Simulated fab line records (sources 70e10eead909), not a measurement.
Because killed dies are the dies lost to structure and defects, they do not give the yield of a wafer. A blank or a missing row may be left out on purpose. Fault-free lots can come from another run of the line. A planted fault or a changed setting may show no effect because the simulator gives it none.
A lot that was struck, set against a sound lot + flow nandHarc + 13 out of 1302 route steps
Sound: these wafers, L911.1, L911.3, L911.5. Wafers struck: L915.2, L915.3, L915.6. Last of all comes the cause.
Each step with rows lists, per side, the tool, then ch with its chambers, then its first start. Under that, the readings that differ: sound wafers + struck wafers + difference of the means + sigmas: that difference in standard deviations of wafers without a fault.
alike: words and numbers the same on both sides, and readings whose means are apart by under 2 such deviations; not compared: readings that were withheld, readings missing a value for some wafer, numbers with overlapping values and no deviation given by the record, and bounds like >300 which may hide the same value.
Wherever a step has rows on one side only, a row that says differs or no value, or a row with sigmas, the two part there. Numbers that don't overlap but have no deviation are shown without sigmas and don't part them. A reading missing from all wafers of one side parts the sides only when that side holds two or more wafers.

first, 1 step without rows for these wafers: NHARC_A_CONTACT_SRD_22.
NHARC_A_CONTACT_INSPECT_23:
  sound on defectInspect-01, day 25 16:21; struck on defectInspect-01, day 25 19:20
  alike: rawDefectCount
then, 9 steps without rows for these wafers: NHARC_A_BLC_DEHYDRATE_00 (time 120 s); NHARC_A_BLC_HMDS_01 (time 30 s); NHARC_A_BLC_COAT_02 (time 75 s); NHARC_A_BLC_COAT_03 (time 65 s); NHARC_A_BLC_COAT_04 (resist thk 90 nm); NHARC_A_BLC_SOFTBAKE_05 (time 55 s); NHARC_A_BLC_EBR_06; NHARC_A_BLC_EXPOSE_07 (exposes mask A BLC, target cd 100 nm); NHARC_A_BLC_PEB_08 (peb time 65 s).
NHARC_A_BLC_DEVELOP_09: develop time 35 s.
  struck on lithoTrack-01, day 25 19:00; sound on lithoTrack-04 ch 0, day 25 16:00
  no value came back on the struck wafers for chillPlateTempC (C), developTimeS (s); on the sound wafers chillPlateTempC (C) reads 23.04 23.18 23.19
NHARC_A_BLC_CD_MEAS_10 targets a cd of 100 nm.
  sound on cdSem-03 ch 0, day 25 16:52; struck on cdSem-01 ch 0, day 25 19:50
| reading   | sound            | struck | difference                    | sigmas |
|-----------|------------------|--------|-------------------------------|--------|
| cdNm (nm) | 101.4 100.5 99.5 | - - -  | no value on the struck wafers |        |

WHERE THEY PART
Earliest at NHARC_A_BLC_DEVELOP_09; latest, in this record, at NHARC_A_BLC_CD_MEAS_10.

WHY: whatever the simulator had introduced
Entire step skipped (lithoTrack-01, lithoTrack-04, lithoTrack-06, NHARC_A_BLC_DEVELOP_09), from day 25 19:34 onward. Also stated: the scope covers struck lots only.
